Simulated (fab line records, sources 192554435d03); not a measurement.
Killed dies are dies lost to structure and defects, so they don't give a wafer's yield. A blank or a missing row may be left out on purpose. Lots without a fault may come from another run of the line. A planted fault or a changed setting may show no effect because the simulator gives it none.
fab line records | flow n5_finfet
record lots=24 wafers=72 last_day=21
route steps=1938 shown MOL_CONTACT_COAG@535
lots that met no fault: from a run of the same line without faults
start_h: hours from the record's first day to the start of the lot's first wafer shown | wait_h: hours since the lot's step before | " the same as in the row above | L1.1+2: a row that stands for several wafers | - no value, or no start given | * or withheld: withheld | < > ~ a bound
route shown NAME@n: a module of which the file shows steps, and the number in the route of the first | usual: mean/standard deviation of fault-free wafers | same: alike in all rows | chamber/n: place in a boat | sites: the reading at each site | _std_site: their standard deviation | _edge_site: outer sites' mean less inner sites' | radius_mm: how far each site lies from the wafer's centre | mask NAME#n: copy n | behind: the tool/chamber that last shaped the wafer | hold: why the lot was held/for how many hours/how that ended | device: the transistor (n, p or np) that didn't switch | end of line: the same wafers' tests at the end of the route | a step without rows: its recipe alone | killed: dies lost to structure and defects at the first sort, not the wafer's yield | map: a wafer's dies, x killed, . not, _ none there
set.NAME: the setting as run; set.NAME@STEP: as run at that earlier step | model.NAME: the simulator's own value behind a step, which no gauge read
steps of the route over a sample of lots; a table a step, a row a wafer
services: from which hour (start_h, from the record's first day; less than 0 if before it) a tool's chamber was out of use, for how many hours, and why
## steps
# step N5_MOL_CONTACT_COAG_CONTACT_ETCH_14
# recipe chemistry=C4F6/O2 target=SiO2 target_depth_a=275 overetch_a=85 mask_material=SOC pressure_mtorr=30 source_w=370 bias_w=185 Ar_flow_sccm=300 C4F6_flow_sccm=16 O2_flow_sccm=10 time_s=20 ion_energy_ev=259.6
# usual drypump_motor_current_A=5.70/0.2 oes_product_au=0.66/0.056 rf_vpp_V=692.7/3 showerhead_plenum_p_Torr=2.87/0.082 throttle_valve_pct=21.32/0.17
# columns lot.wafer tool chamber start_h wait_h drypump_motor_current_A oes_product_au rf_hours_counter_h rf_vpp_V showerhead_plenum_p_Torr throttle_valve_pct
L074.1 rie_diel-03 2 85.73 0.0 5.95 0.65 140 697.3 2.99 21.22
L074.4 " 1 " " 5.79 0.71 - 691.0 2.80 21.44
L074.6 " 0 " " 5.54 0.62 - 693.8 2.86 21.23
L075.2 rie_diel-04 1 91.57 0.0 5.93 0.60 234 690.6 2.80 21.28
L075.3 " 0 " " 5.86 0.60 242 691.3 2.83 21.62
L075.4 " 3 " " 5.23 0.66 137 695.7 2.96 21.40
L076.2 rie_diel-03 0 98.58 0.0 5.56 0.63 175 690.9 2.86 21.21
L076.4 " 1 " " 5.76 0.70 - 691.2 2.80 21.43
L076.6 " 2 " " 5.96 0.66 - 694.8 2.99 21.23
L077.2 rie_diel-01 2 104.01 0.0 5.64 0.66 135 694.3 2.89 21.65
L077.3 " 3 " " 5.83 0.60 222 690.6 2.83 21.11
L077.5 " 0 " " 5.75 0.73 - 689.8 2.81 21.20
L078.2 rie_diel-03 3 112.16 0.0 5.65 0.70 104 689.2 2.79 21.21
L078.4 " 0 " " 5.51 0.62 179 692.0 2.85 21.23
L078.5 " 2 " " 5.98 0.66 - 697.5 2.98 21.27
L079.4 rie_diel-01 2 119.70 0.0 5.65 0.66 138 692.1 2.89 21.68
L079.5 " 1 " " 5.57 0.74 - 699.1 3.04 21.31
L079.6 " 2 " " 5.66 0.66 - 691.7 2.89 21.68
L080.2 rie_diel-04 3 124.60 0.0 5.25 0.65 144 694.6 2.96 21.40
L080.4 " 0 " " 5.86 0.59 249 691.6 2.83 21.62
L080.5 " 1 " " 5.91 0.60 - 690.5 2.80 21.29
L081.3 rie_diel-01 2 129.54 0.0 5.63 0.67 141 692.2 2.89 21.66
L081.5 " 2 " " 5.64 0.66 - 692.5 2.89 21.66
L081.6 " 3 " " 5.85 0.60 - 691.4 2.83 21.09
L082.3 rie_diel-01 1 133.12 0.0 5.55 0.74 46 698.1 3.04 21.32
L082.4 " 3 " " 5.83 0.60 228 692.7 2.83 21.11
L082.6 " 0 " " 5.74 0.72 - 690.4 2.81 21.22
L083.2 rie_diel-04 3 140.17 0.0 5.22 0.65 149 696.4 2.96 21.42
L083.3 " 2 " " 5.39 0.60 220 696.5 2.97 21.30
L083.6 " 2 " " 5.42 0.60 - 695.4 2.97 21.31
L084.1 rie_diel-01 0 149.05 0.0 5.76 0.73 75 689.2 2.81 21.24
L084.4 " 2 " " 5.63 0.65 147 692.9 2.88 21.68
L084.5 " 2 " " 5.64 0.66 - 692.9 2.88 21.68
L085.2 rie_diel-03 2 156.77 0.0 5.97 0.64 159 696.1 2.98 21.26
L085.3 " 1 " " 5.80 0.69 100 689.2 2.79 21.47
L085.4 " 0 " " 5.51 0.60 191 691.2 2.85 21.26
L086.2 rie_diel-01 2 161.25 0.0 5.65 0.65 153 692.1 2.88 21.69
L086.3 " 1 " " 5.53 0.72 58 698.3 3.03 21.33
L086.4 " 3 " " 5.87 0.59 238 691.3 2.83 21.13
L087.1 rie_diel-04 3 163.59 0.0 5.23 0.64 160 697.1 2.95 21.44
L087.2 " 0 " " 5.84 0.81 7 691.0 2.82 21.30
L087.6 " 2 " " 5.40 0.59 - 695.6 2.96 21.33
L088.2 rie_diel-03 2 169.84 0.0 5.96 0.64 164 696.1 2.98 21.25
L088.5 " 1 " " 5.77 0.68 - 690.2 2.79 21.48
L088.6 " 0 " " 5.52 0.60 - 692.9 2.85 21.25
L089.1 rie_diel-01 1 177.24 0.0 5.55 0.72 65 697.2 3.03 21.35
L089.2 " 2 " " 5.62 0.65 159 692.7 2.88 21.69
L089.4 " 3 " " 5.85 0.59 244 691.1 2.82 21.14
L090.3 rie_diel-03 0 186.33 0.0 5.51 0.60 203 690.7 2.84 21.25
L090.4 " 3 " " 5.63 0.68 129 689.3 2.78 21.23
L090.6 " 2 " " 5.94 0.63 - 695.0 2.97 21.27
L091.3 rie_diel-03 2 190.29 0.0 5.98 0.63 173 696.0 2.97 21.26
L091.4 " 3 " " 5.68 0.67 131 688.7 2.78 21.24
L091.5 " 2 " " 5.97 0.63 - 695.3 2.97 21.28
L092.2 rie_diel-03 0 196.73 0.0 5.51 0.60 207 691.5 2.84 21.27
L092.3 " 3 " " 5.67 0.67 133 687.6 2.78 21.25
L092.5 " 0 " " 5.53 0.60 - 690.3 2.84 21.27
L093.2 rie_diel-01 2 201.32 0.0 5.63 0.64 168 691.6 2.88 21.69
L093.3 " 1 " " 5.54 0.72 74 697.6 3.03 21.35
L093.6 " 0 " " 5.73 0.70 - 689.5 2.80 21.26
L094.2 rie_diel-04 1 212.82 0.0 5.93 0.80 15 689.8 2.79 20.85
L094.3 " 0 " " 5.86 0.76 27 691.2 2.81 21.32
L094.4 " 0 " " 5.86 0.77 - 691.1 2.81 21.32
L095.1 rie_diel-04 1 215.64 0.0 5.97 0.79 16 689.8 2.79 20.85
L095.2 " 3 " " 5.23 0.62 182 696.3 2.94 21.45
L095.6 " 1 " " 5.94 0.79 - 691.5 2.79 20.84
L096.1 rie_diel-03 1 219.02 0.0 5.77 0.67 125 688.0 2.78 21.49
L096.2 " 3 " " 5.66 0.67 142 689.7 2.78 21.27
L096.5 " 1 " " 5.76 0.67 - 689.3 2.78 21.50
L097.4 rie_diel-03 1 227.35 0.0 5.78 0.67 127 688.8 2.78 21.50
L097.5 " 3 " " 5.64 0.66 - 689.0 2.78 21.27
L097.6 " 0 " " 5.53 0.59 - 691.9 2.84 21.28
# step N5_MOL_CONTACT_COAG_PRE_CLEAN_141
# recipe gas=H2/He time_s=60 temp_c=300
# usual heater_power_w=441/40
# columns lot.wafer tool chamber start_h wait_h heater_power_w
L074.1 pvd_sputter-01 - 87.59 0.4 440
L074.4 " - " " 470
L074.6 " - " " 482
L075.2 pvd_sputter-02 - 93.98 0.2 431
L075.3 " - " " 389
L075.4 " - " " 482
L076.2 pvd_sputter-01 - 103.83 0.6 451
L076.4 " - " " 470
L076.6 " - " " 442
L077.2 pvd_sputter-03 - 108.92 3.6 459
L077.3 " - " " 453
L077.5 " - " " 445
L078.2 pvd_sputter-01 - 113.65 0.2 521
L078.4 " - " " 454
L078.5 " - " " 428
L079.4 pvd_sputter-01 - 127.59 0.1 505
L079.5 " - " " 417
L079.6 " - " " 496
L080.2 pvd_sputter-02 - 127.69 0.2 429
L080.4 " - " " 383
L080.5 " - " " 437
L082.3 pvd_sputter-02 - 135.47 0.4 472
L082.4 " - " " 390
L082.6 " - " " 436
L081.3 pvd_sputter-02 - 136.21 0.9 487
L081.5 " - " " 399
L081.6 " - " " 480
L083.2 pvd_sputter-01 - 141.99 0.6 512
L083.3 " - " " 439
L083.6 " - " " 450
L084.1 pvd_sputter-01 - 151.41 0.7 495
L084.4 " - " " 443
L084.5 " - " " 485
L085.2 pvd_sputter-01 - 160.71 0.8 434
L085.3 " - " " 502
L085.4 " - " " 402
L086.2 pvd_sputter-01 - 164.43 0.8 437
L086.3 " - " " 508
L086.4 " - " " 405
L087.1 pvd_sputter-02 - 166.83 2.0 437
L087.2 " - " " 496
L087.6 " - " " 392
L088.2 pvd_sputter-01 - 173.06 0.4 410
L088.5 " - " " 408
L088.6 " - " " 502
L089.1 pvd_sputter-02 - 180.18 0.5 391
L089.2 " - " " 437
L089.4 " - " " 395
L090.3 pvd_sputter-01 - 190.49 2.7 430
L090.4 " - " " 475
L090.6 " - " " 446
L091.3 pvd_sputter-01 - 193.01 1.3 445
L091.4 " - " " 414
L091.5 " - " " 468
L092.2 pvd_sputter-03 - 198.90 0.6 463
L092.3 " - " " 442
L092.5 " - " " 463
L093.2 pvd_sputter-02 - 204.46 1.8 405
L093.3 " - " " 430
L093.6 " - " " 397
L094.2 pvd_sputter-01 - 214.55 0.5 515
L094.3 " - " " 406
L094.4 " - " " 481
L095.1 pvd_sputter-02 - 219.00 0.5 495
L095.2 " - " " 435
L095.6 " - " " 396
L096.1 pvd_sputter-03 - 221.03 0.6 473
L096.2 " - " " 427
L096.5 " - " " 380
L097.4 pvd_sputter-02 - 229.46 0.6 490
L097.5 " - " " 483
L097.6 " - " " 383
# step N5_MOL_CONTACT_COAG_SPUTTER_143
# recipe material=Co target_thk_a=25 temp_c=25 chamber_pressure_pa=0.2
# usual chamber_pressure_pa=0.2000/0.00044 substrate_temp_c=25.01/0.1 throttle_valve_pct=29.9/0.67
# columns lot.wafer tool chamber start_h wait_h chamber_pressure_pa substrate_temp_c throttle_valve_pct
L074.1 pvd_sputter-01 - 87.65 0.0 0.1998 25.20 29.3
L074.4 " - " " 0.2003 25.18 29.2
L074.6 " - " " 0.1994 25.08 29.5
L075.2 pvd_sputter-02 - 94.04 0.0 0.1998 24.90 29.8
L075.3 " - " " 0.1999 24.84 29.4
L075.4 " - " " 0.2002 25.00 30.5
L076.2 pvd_sputter-01 - 103.89 0.0 0.2005 24.85 29.1
L076.4 " - " " 0.1997 24.92 29.3
L076.6 " - " " 0.2002 25.08 29.2
L077.2 pvd_sputter-03 - 108.98 0.0 0.2004 24.99 30.4
L077.3 " - " " 0.2005 24.91 31.1
L077.5 " - " " 0.2009 24.91 31.2
L078.2 pvd_sputter-01 - 113.71 0.0 0.1992 25.05 29.9
L078.4 " - " " 0.2001 24.88 29.4
L078.5 " - " " 0.2000 24.81 31.2
L079.4 pvd_sputter-01 - 127.65 0.0 0.2003 24.99 30.0
L079.5 " - " " 0.2005 25.10 31.4
L079.6 " - " " 0.1998 24.86 29.7
L080.2 pvd_sputter-02 - 127.75 0.0 0.1997 24.87 29.9
L080.4 " - " " 0.1998 25.03 29.7
L080.5 " - " " 0.1995 24.98 30.0
L082.3 pvd_sputter-02 - 135.53 0.0 0.1994 24.93 30.7
L082.4 " - " " 0.2002 25.02 29.3
L082.6 " - " " 0.1999 25.03 29.7
L081.3 pvd_sputter-02 - 136.27 0.0 0.2000 25.11 30.5
L081.5 " - " " 0.2003 25.06 29.3
L081.6 " - " " 0.2002 25.22 30.5
L083.2 pvd_sputter-01 - 142.05 0.0 0.1996 24.98 29.7
L083.3 " - " " 0.1999 24.93 29.2
L083.6 " - " " 0.1997 24.95 29.2
L084.1 pvd_sputter-01 - 151.47 0.0 0.2001 25.17 29.9
L084.4 " - " " 0.1998 25.10 29.5
L084.5 " - " " 0.1998 25.02 29.5
L085.2 pvd_sputter-01 - 160.77 0.0 0.2010 25.16 29.5
L085.3 " - " " 0.1997 25.17 29.6
L085.4 " - " " 0.1998 24.96 30.9
L086.2 pvd_sputter-01 - 164.49 0.0 0.1999 25.09 29.0
L086.3 " - " " 0.2006 24.97 29.7
L086.4 " - " " 0.2003 24.85 31.0
L087.1 pvd_sputter-02 - 166.89 0.0 0.1995 25.03 30.0
L087.2 " - " " 0.2001 25.03 30.5
L087.6 " - " " 0.2003 25.00 29.5
L088.2 pvd_sputter-01 - 173.12 0.0 0.2001 24.94 31.1
L088.5 " - " " 0.2002 24.90 31.1
L088.6 " - " " 0.1989 25.06 29.8
L089.1 pvd_sputter-02 - 180.24 0.0 0.2000 25.07 29.1
L089.2 " - " " 0.1997 24.94 29.6
L089.4 " - " " 0.2003 25.17 29.8
L090.3 pvd_sputter-01 - 190.55 0.0 0.1998 25.08 29.4
L090.4 " - " " 0.1999 24.83 29.6
L090.6 " - " " 0.2005 24.94 29.5
L091.3 pvd_sputter-01 - 193.07 0.0 0.1995 25.01 29.6
L091.4 " - " " 0.2009 25.09 31.1
L091.5 " - " " 0.1990 25.15 29.6
L092.2 pvd_sputter-03 - 198.96 0.0 0.1993 24.83 30.2
L092.3 " - " " 0.1999 25.07 31.2
L092.5 " - " " 0.1995 25.01 30.3
L093.2 pvd_sputter-02 - 204.52 0.0 0.2013 25.05 29.4
L093.3 " - " " 0.2009 24.95 29.7
L093.6 " - " " 0.2003 25.00 29.7
L094.2 pvd_sputter-01 - 214.61 0.0 0.2004 24.95 29.7
L094.3 " - " " 0.2004 24.98 31.4
L094.4 " - " " 0.1999 24.90 29.6
L095.1 pvd_sputter-02 - 219.06 0.0 0.1994 25.03 30.8
L095.2 " - " " 0.1999 24.89 29.7
L095.6 " - " " 0.1995 24.95 29.8
L096.1 pvd_sputter-03 - 221.09 0.0 0.1998 24.93 30.3
L096.2 " - " " 0.1992 25.07 29.6
L096.5 " - " " 0.2002 25.06 28.9
L097.4 pvd_sputter-02 - 229.52 0.0 0.2007 25.07 30.5
L097.5 " - " " 0.2002 25.09 30.6
L097.6 " - " " 0.1991 25.12 29.8
# step N5_MOL_CONTACT_COAG_SPUTTER_130
# recipe material=Co target_thk_a=475 temp_c=25 chamber_pressure_pa=0.5 power_w=3000
# usual chamber_pressure_pa=0.5001/0.001 substrate_temp_c=24.99/0.1 throttle_valve_pct=29.9/0.72
# columns lot.wafer tool chamber start_h wait_h chamber_pressure_pa substrate_temp_c throttle_valve_pct
L074.1 pvd_sputter-03 - 90.58 0.0 0.4996 24.94 31.2
L074.4 " - " " 0.4993 24.93 28.9
L074.6 " - " " 0.4998 24.94 29.4
L075.2 pvd_sputter-02 - 96.78 0.0 0.5016 25.03 30.0
L075.3 " - " " 0.4996 24.97 29.6
L075.4 " - " " 0.5002 24.96 29.5
L076.2 pvd_sputter-03 - 109.14 0.0 0.4984 25.00 29.5
L076.4 " - " " 0.4997 24.98 30.3
L076.6 " - " " 0.5000 24.87 29.6
L077.2 pvd_sputter-03 - 110.71 0.0 0.5016 25.15 29.7
L077.3 " - " " 0.4996 25.12 30.2
L077.5 " - " " 0.5003 24.70 28.7
L078.2 pvd_sputter-02 - 115.75 0.0 0.4994 24.98 30.8
L078.4 " - " " 0.4999 25.11 29.3
L078.5 " - " " 0.4999 25.06 30.5
L080.2 pvd_sputter-02 - 134.05 0.0 0.4991 24.95 29.7
L080.4 " - " " 0.5008 25.24 29.4
L080.5 " - " " 0.5006 25.02 29.2
L079.4 pvd_sputter-02 - 134.31 0.0 0.5009 24.99 29.8
L079.5 " - " " 0.5013 24.94 29.7
L079.6 " - " " 0.4995 25.11 30.2
L082.3 pvd_sputter-02 - 137.31 0.0 0.5007 24.96 30.3
L082.4 " - " " 0.4996 24.86 29.4
L082.6 " - " " 0.4992 24.88 30.5
L081.3 pvd_sputter-01 - 138.23 0.0 0.5010 25.10 29.9
L081.5 " - " " 0.4983 25.03 29.7
L081.6 " - " " 0.5002 24.94 29.5
L083.2 pvd_sputter-01 - 144.99 0.0 0.4986 25.06 29.5
L083.3 " - " " 0.4997 25.08 29.6
L083.6 " - " " 0.4984 25.25 29.5
L084.1 pvd_sputter-02 - 154.35 0.0 0.5004 24.97 30.2
L084.4 " - " " 0.4991 25.13 30.5
L084.5 " - " " 0.5009 25.06 29.6
L085.2 pvd_sputter-02 - 163.41 0.0 0.5003 25.03 29.5
L085.3 " - " " 0.5023 24.89 30.5
L085.4 " - " " 0.4990 25.12 30.1
L086.2 pvd_sputter-02 - 167.55 0.0 0.5018 24.84 30.8
L086.3 " - " " 0.5008 24.95 30.1
L086.4 " - " " 0.5007 24.93 30.0
L087.1 pvd_sputter-01 - 169.01 0.0 0.5006 24.88 31.1
L087.2 " - " " 0.5012 25.06 29.4
L087.6 " - " " 0.5009 24.95 29.5
L088.2 pvd_sputter-02 - 175.55 0.0 0.5009 25.13 29.4
L088.5 " - " " 0.5022 25.06 29.5
L088.6 " - " " 0.5006 24.84 30.5
L089.1 pvd_sputter-03 - 183.30 0.0 0.5024 25.09 30.3
L089.2 " - " " 0.4982 24.87 28.9
L089.4 " - " " 0.4984 25.15 29.5
L090.3 pvd_sputter-01 - 193.23 0.0 0.5014 25.25 29.7
L090.4 " - " " 0.4995 24.96 29.2
L090.6 " - " " 0.4988 25.00 29.4
L091.3 pvd_sputter-03 - 195.86 0.0 0.5006 24.98 28.6
L091.4 " - " " 0.4990 24.97 30.4
L091.5 " - " " 0.4991 24.95 30.5
L092.2 pvd_sputter-01 - 201.21 0.0 0.4997 24.81 29.5
L092.3 " - " " 0.5005 24.86 31.2
L092.5 " - " " 0.4989 24.94 29.7
L093.2 pvd_sputter-03 - 207.04 0.0 0.5011 24.80 31.2
L093.3 " - " " 0.5008 24.94 28.8
L093.6 " - " " 0.4994 24.95 31.1
L094.2 pvd_sputter-03 - 218.19 0.0 0.4997 24.83 31.0
L094.3 " - " " 0.5004 25.03 29.5
L094.4 " - " " 0.5024 25.02 28.7
L095.1 pvd_sputter-02 - 221.24 0.0 0.5003 25.00 29.9
L095.2 " - " " 0.5011 25.09 29.6
L095.6 " - " " 0.5004 25.05 30.3
L096.1 pvd_sputter-03 - 224.95 0.0 0.5011 24.99 30.5
L096.2 " - " " 0.5011 25.08 28.8
L096.5 " - " " 0.5006 25.03 31.4
L097.4 pvd_sputter-01 - 231.55 0.0 0.4995 25.00 31.4
L097.5 " - " " 0.4990 25.07 29.2
L097.6 " - " " 0.4988 25.04 31.1
# step N5_MOL_CONTACT_COAG_ETCH_124
# recipe chemistry=CH3F/O2 target=SiNx target_depth_a=65 mask_material=SOC stop_on=SiOC over_etch_frac=0.3 ion_energy_ev=120 pressure_mtorr=30 source_w=395 bias_w=73 Ar_flow_sccm=150 CH3F_flow_sccm=30 O2_flow_sccm=20 ends=end_point
# usual drypump_motor_current_A=5.68/0.19 oes_product_au=0.68/0.062 rf_vpp_V=297/11 showerhead_plenum_p_Torr=1.99/0.061 throttle_valve_pct=16.37/0.19
# columns lot.wafer tool chamber start_h wait_h drypump_motor_current_A oes_product_au rf_hours_counter_h rf_vpp_V showerhead_plenum_p_Torr throttle_valve_pct
L074.1 rie_diel-03 2 97.05 0.0 5.97 0.66 145 297 2.08 16.35
L074.4 " 1 " " 5.77 0.71 - 284 1.95 16.44
L074.6 " 2 " " 5.99 0.65 - 297 2.08 16.35
L075.2 rie_diel-01 1 102.83 0.0 5.56 0.75 40 316 2.12 16.24
L075.3 " 2 " " 5.64 0.67 134 310 2.01 16.69
L075.4 " 3 " " 5.86 0.60 221 308 1.97 16.22
L076.2 rie_diel-03 1 115.76 0.0 5.76 0.70 89 284 1.95 16.45
L076.4 " 0 " " 5.53 0.61 - 287 1.99 16.35
L076.6 " 1 " " 5.78 0.70 - 284 1.95 16.46
L077.2 rie_diel-03 0 117.92 0.0 5.52 0.62 182 285 1.99 16.36
L077.3 " 3 " " 5.65 0.69 107 290 1.93 16.23
L077.5 " 3 " " 5.67 0.71 - 291 1.93 16.23
L078.2 rie_diel-01 3 122.52 0.0 5.89 0.60 225 308 1.96 16.23
L078.4 " 2 " " 5.64 0.67 139 309 2.01 16.70
L078.5 " 3 " " 5.83 0.60 - 309 1.96 16.25
L080.2 rie_diel-03 2 140.68 0.0 5.94 0.65 154 298 2.08 16.37
L080.4 " 3 " " 5.67 0.70 111 290 1.93 16.25
L080.5 " 3 " " 5.64 0.69 - 291 1.93 16.25
L079.4 rie_diel-03 0 141.14 0.0 5.53 0.61 186 286 1.98 16.35
L079.5 " 2 " " 5.93 0.65 - 298 2.08 16.36
L079.6 " 3 " " 5.64 0.69 - 291 1.93 16.24
L082.3 rie_diel-01 0 144.03 0.0 5.72 0.73 73 282 1.95 16.21
L082.4 " 1 " " 5.54 0.74 51 318 2.11 16.29
L082.6 " 1 " " 5.52 0.73 - 317 2.11 16.29
L081.3 rie_diel-01 3 144.72 0.0 5.87 0.60 232 309 1.96 16.24
L081.5 " 2 " " 5.65 0.66 - 309 2.01 16.70
L081.6 " 1 " " 5.52 0.73 - 318 2.11 16.30
L083.2 rie_diel-01 0 151.80 0.0 5.75 0.72 76 281 1.95 16.22
L083.3 " 3 " " 5.86 0.60 234 306 1.96 16.27
L083.6 " 3 " " 5.85 0.60 - 309 1.96 16.26
L084.1 rie_diel-04 0 161.70 0.0 5.85 0.81 6 301 1.96 16.28
L084.4 " 3 " " 5.24 0.65 - 304 2.06 16.57
L084.5 " 0 " " 5.84 0.81 - 299 1.96 16.26
L085.2 rie_diel-03 0 169.46 0.0 5.51 0.61 195 287 1.98 16.38
L085.3 " 3 " " 5.66 0.69 121 291 1.93 16.26
L085.4 " 1 " " 5.77 0.69 105 283 1.94 16.48
L086.2 rie_diel-01 1 174.25 0.0 5.57 0.72 63 319 2.11 16.32
L086.3 " 2 " " 5.63 0.65 158 309 2.00 16.74
L086.4 " 0 " " 5.74 0.71 85 281 1.94 16.24
L087.1 rie_diel-03 2 175.04 0.0 5.94 0.64 166 297 2.08 16.39
L087.2 " 1 " " 5.78 0.69 107 284 1.94 16.49
L087.6 " 2 " " 5.95 0.65 - 297 2.07 16.39
L088.2 rie_diel-04 0 181.64 0.0 5.87 0.78 15 299 1.96 16.29
L088.5 " 1 " " 5.86 0.83 - 301 1.94 15.91
L088.6 " 2 " " 5.40 0.60 - 304 2.05 16.42
L089.1 rie_diel-03 3 189.20 0.0 5.65 0.69 130 290 1.92 16.30
L089.2 " 1 " " 5.78 0.67 113 284 1.94 16.50
L089.4 " 2 " " 5.92 0.64 173 297 2.07 16.38
L090.3 rie_diel-01 1 199.83 0.0 5.53 0.71 73 319 2.10 16.34
L090.4 " 1 " " 5.53 0.72 - 317 2.10 16.35
L090.6 " 0 " " 5.74 0.70 - 280 1.94 16.28
L091.3 rie_diel-04 0 203.21 0.0 5.85 0.79 22 300 1.95 16.30
L091.4 " 2 " " 5.40 0.59 247 305 2.05 16.43
L091.5 " 1 " " 5.91 0.81 - 302 1.94 15.93
L092.2 rie_diel-04 0 207.74 0.0 5.86 0.78 25 300 1.95 16.32
L092.3 " 1 " " 5.87 0.79 12 302 1.94 15.92
L092.5 " 0 " " 5.85 0.77 - 301 1.95 16.29
L093.2 rie_diel-03 1 212.85 0.0 5.77 0.68 123 283 1.93 16.52
L093.3 " 0 " " 5.51 0.60 212 285 1.98 16.42
L093.6 " 2 " " 5.97 0.63 - 295 2.07 16.40
L094.2 rie_diel-03 1 224.45 0.0 5.78 0.67 127 283 1.93 16.53
L094.3 " 3 " " 5.63 0.67 143 290 1.92 16.30
L094.4 " 2 " " 5.94 0.63 186 297 2.07 16.41
L095.1 rie_diel-04 3 227.79 0.0 5.25 0.64 185 305 2.05 16.62
L095.2 " 2 " " 5.44 0.85 1 304 2.05 16.02
L095.6 " 3 " " 5.25 0.62 - 305 2.05 16.62
L096.1 rie_diel-03 1 231.54 0.0 5.78 0.67 129 284 1.93 16.53
L096.2 " 3 " " 5.65 0.66 145 290 1.92 16.31
L096.5 " 1 " " 5.77 0.67 - 283 1.93 16.52
L097.4 rie_diel-01 3 237.51 0.0 5.87 0.81 7 309 1.95 15.81
L097.5 " 2 " " 5.65 0.63 - 308 1.99 16.78
L097.6 " 3 " " 5.86 0.81 - 307 1.95 15.82
# step N5_MOL_CONTACT_COAG_STRIP_49
# recipe chemistry=N2/H2 time_s=30 power_w=1000 temp_c=250 pressure_mtorr=withheld n2_flow_sccm=1750 h2_flow_sccm=3250
# usual drypump_motor_current_A=6.1/0.31 heater_power_w=300/15 temp_c=250.00/0.2
# columns lot.wafer tool chamber start_h wait_h drypump_motor_current_A heater_power_w rf_hours_counter_h temp_c
L074.1 plasma_asher-01 1 97.22 - 5.7 326 96 250.02
L074.4 " 1 " " 5.8 327 - 250.09
L074.6 " 1 " " 5.8 321 - 250.00
L075.2 plasma_asher-02 0 103.00 - 5.9 289 36 250.19
L075.3 " 0 " " 5.9 289 - 250.07
L075.4 " 1 " " 6.3 290 - 249.82
L076.2 plasma_asher-01 1 115.93 - 5.8 336 100 250.02
L076.4 " 1 " " 5.8 312 - 249.74
L076.6 " 0 " " 6.6 305 - 250.02
L077.2 plasma_asher-02 0 118.09 - 5.9 288 38 250.19
L077.3 " 1 " " 6.3 296 - 250.05
L077.5 " 0 " " 5.9 286 - 249.98
L078.2 plasma_asher-02 1 122.70 - 6.3 295 39 250.07
L078.4 " 1 " " 6.3 289 - 249.99
L078.5 " 1 " " 6.3 284 - 249.90
L080.2 plasma_asher-02 1 140.86 - 6.3 303 42 250.43
L080.4 " 0 " " 5.9 285 - 250.20
L080.5 " 0 " " 5.9 281 - 250.14
L079.4 plasma_asher-01 0 141.34 - 6.6 304 - 249.90
L079.5 " 0 " " 6.6 303 - 249.99
L079.6 " 1 " " 5.8 329 - 249.57
L082.3 plasma_asher-01 0 144.22 - 6.6 301 - 250.14
L082.4 " 1 " " 5.8 328 - 250.14
L082.6 " 1 " " 5.8 321 - 249.90
L081.3 plasma_asher-02 1 144.91 - 6.4 291 - 249.73
L081.5 " 1 " " 6.4 281 - 249.80
L081.6 " 0 " " 5.9 288 - 249.81
L083.2 plasma_asher-02 1 151.98 - 6.3 284 45 250.20
L083.3 " 1 " " 6.3 296 - 250.09
L083.6 " 1 " " 6.4 292 - 250.17
L084.1 plasma_asher-02 0 161.88 - 5.9 292 47 249.96
L084.4 " 0 " " 5.9 277 - 249.79
L084.5 " 1 " " 6.3 297 - 250.06
L085.2 plasma_asher-01 1 169.64 - 5.8 324 110 249.95
L085.3 " 1 " " 5.8 336 - 249.87
L085.4 " 0 " " 6.6 307 - 249.88
L086.2 plasma_asher-02 0 174.53 - 6.0 295 49 249.91
L086.3 " 1 " " 6.3 293 - 249.62
L086.4 " 0 " " 5.9 293 - 250.29
L087.1 plasma_asher-02 1 175.21 - 6.4 296 49 249.71
L087.2 " 0 " " 5.9 289 49 250.50
L087.6 " 1 " " 6.4 287 - 249.68
L088.2 plasma_asher-02 0 181.88 - 5.9 291 51 250.00
L088.5 " 1 " " 6.3 291 - 249.97
L088.6 " 0 " " 5.9 285 - 249.96
L089.1 plasma_asher-01 1 189.37 - 5.7 324 116 250.05
L089.2 " 0 " " 6.6 305 116 250.14
L089.4 " 0 " " 6.6 302 - 249.97
L090.3 plasma_asher-02 1 200.02 - 6.4 289 - 250.27
L090.4 " 0 " " 5.9 292 - 250.11
L090.6 " 0 " " 5.9 290 - 249.95
L091.3 plasma_asher-02 1 203.72 - 6.4 295 - 250.10
L091.4 " 0 " " 5.9 283 - 249.89
L091.5 " 0 " " 5.9 291 - 250.14
L092.2 plasma_asher-01 0 207.92 - 6.6 307 117 249.68
L092.3 " 1 " " 5.8 323 - 249.64
L092.5 " 1 " " 5.7 322 - 249.95
L093.2 plasma_asher-01 0 213.03 - 6.6 306 117 249.96
L093.3 " 0 " " 6.6 304 - 249.97
L093.6 " 1 " " 5.7 326 - 249.94
L094.2 plasma_asher-02 0 224.62 - 5.9 290 63 250.22
L094.3 " 1 " " 6.3 287 - 249.89
L094.4 " 0 " " 5.9 285 - 250.06
L095.1 plasma_asher-01 1 227.96 - 5.7 329 119 250.00
L095.2 " 0 " " 6.6 304 119 250.05
L095.6 " 1 " " 5.8 330 - 250.02
L096.1 plasma_asher-02 0 231.72 - 5.9 284 63 250.18
L096.2 " 1 " " 6.3 295 63 250.19
L096.5 " 1 " " 6.4 292 - 250.10
L097.4 plasma_asher-02 1 237.71 - 6.4 286 - 249.72
L097.5 " 0 " " 5.9 281 - 249.98
L097.6 " 1 " " 6.3 300 - 249.90
## services
# columns tool chamber start_h hours kind
pvd_sputter-02 - 71.94 16.5 repair
rie_diel-03 3 73.73 36.7 repair
rie_diel-04 3 94.76 1.6 repair
pvd_sputter-02 - 104.96 7.7 repair
rie_diel-01 - 114.20 2.8 pm
rie_diel-03 2 115.16 18.1 repair
pvd_sputter-03 - 116.35 55.4 repair
rie_diel-04 0 128.41 - clean
rie_diel-04 0 128.41 - consumable_replace:focus_ring
rie_diel-04 0 128.41 18.3 scheduled_down
rie_diel-04 0 128.41 18.3 vent_cycle
rie_diel-04 1 146.94 - clean
rie_diel-04 1 146.94 - consumable_replace:focus_ring
rie_diel-04 1 146.94 28.4 scheduled_down
rie_diel-04 1 146.94 28.4 vent_cycle
plasma_asher-02 - 157.59 1.5 repair
plasma_asher-02 - 170.52 2.0 repair
rie_diel-01 3 191.56 - clean
rie_diel-01 3 191.56 - consumable_replace:focus_ring
rie_diel-01 3 191.56 22.6 scheduled_down
rie_diel-01 3 191.56 22.6 vent_cycle
plasma_asher-01 - 191.83 15.6 pm
rie_diel-03 0 206.78 4.0 repair
pvd_sputter-03 - 216.35 1.0 repair
## key
fault none
